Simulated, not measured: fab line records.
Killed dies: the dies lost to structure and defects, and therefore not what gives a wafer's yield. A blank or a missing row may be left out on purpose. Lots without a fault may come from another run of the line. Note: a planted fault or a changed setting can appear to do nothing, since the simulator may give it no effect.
Which tool is to blame? | flow n5Finfet | 11 lots, 33 wafers sampled, at 1 step of a route of 1938

== WHAT THE GAUGES SHOWED, per wafer ==
N5_BEOL_M6_CD_MEAS_35: target cd 40 nm, target cd y 28 nm.
lot  | measured     | on       | cdNm (nm)
L676 | day 8 19:37  | cdSem-03 | 40.8 40.7 40.5
L677 | day 8 22:46  | cdSem-03 | 39.2 40.2 39.7
L679 | day 8 23:10  | cdSem-01 | 40.4 40.4 39.9
L680 | day 10 04:49 | cdSem-03 | 40.1 38.7 40.1
L683 | day 10 08:47 | cdSem-01 | 39.3 40.1 39.9
L686 | day 10 20:31 | cdSem-01 | 39.0 39.6 39.4
L687 | day 11 11:14 | cdSem-03 | 40.1 39.9 40.2
L688 | day 11 14:29 | cdSem-03 | 39.5 39.2 40.0
L692 | day 12 10:25 | cdSem-01 | 39.7 40.6 39.2
L691 | day 12 17:23 | cdSem-01 | 40.2 40.7 40.6
L694 | day 13 02:14 | cdSem-01 | 39.8 39.6 39.5

== WHICH TOOL RAN EACH LOT (tool, then ch and the chambers of the sampled wafers, then the start) ==
There is no process step in the record ahead of these readings.

== WHAT THE TOOLS THEMSELVES READ (means of the sampled wafers that have a number; where no wafer has one, the mark that the record gives instead) ==
The record holds no such reading with a usual standard deviation.

== THE ANSWER, worked out from the rows above alone ==
Rule: what is usual is taken from the lots themselves. Put in order of their means at a reading, lots are off if they are a third of the lots or fewer, leave a main group of 4 or more, and stand apart from it by a gap of 3 or more times the standard deviation of the main group's means; of several such gaps the widest counts. Not used: any main group whose means are identical at the precision the tables above print for the reading. Also off: a lot with no number at a reading for which 4 or more lots have one. The other lots that the step has rows for count as sound. Order of review: gauges by route order, followed by the tools' own readings, for which a lot's mean as printed above is used. At the first step where some lot is off, the reading lying furthest off is the one used; lots without a number count as furthest.
No lot is off on any of the readings shown, so nothing can be concluded from this.

== WHAT HAD BEEN PUT IN BY THE SIMULATOR ==
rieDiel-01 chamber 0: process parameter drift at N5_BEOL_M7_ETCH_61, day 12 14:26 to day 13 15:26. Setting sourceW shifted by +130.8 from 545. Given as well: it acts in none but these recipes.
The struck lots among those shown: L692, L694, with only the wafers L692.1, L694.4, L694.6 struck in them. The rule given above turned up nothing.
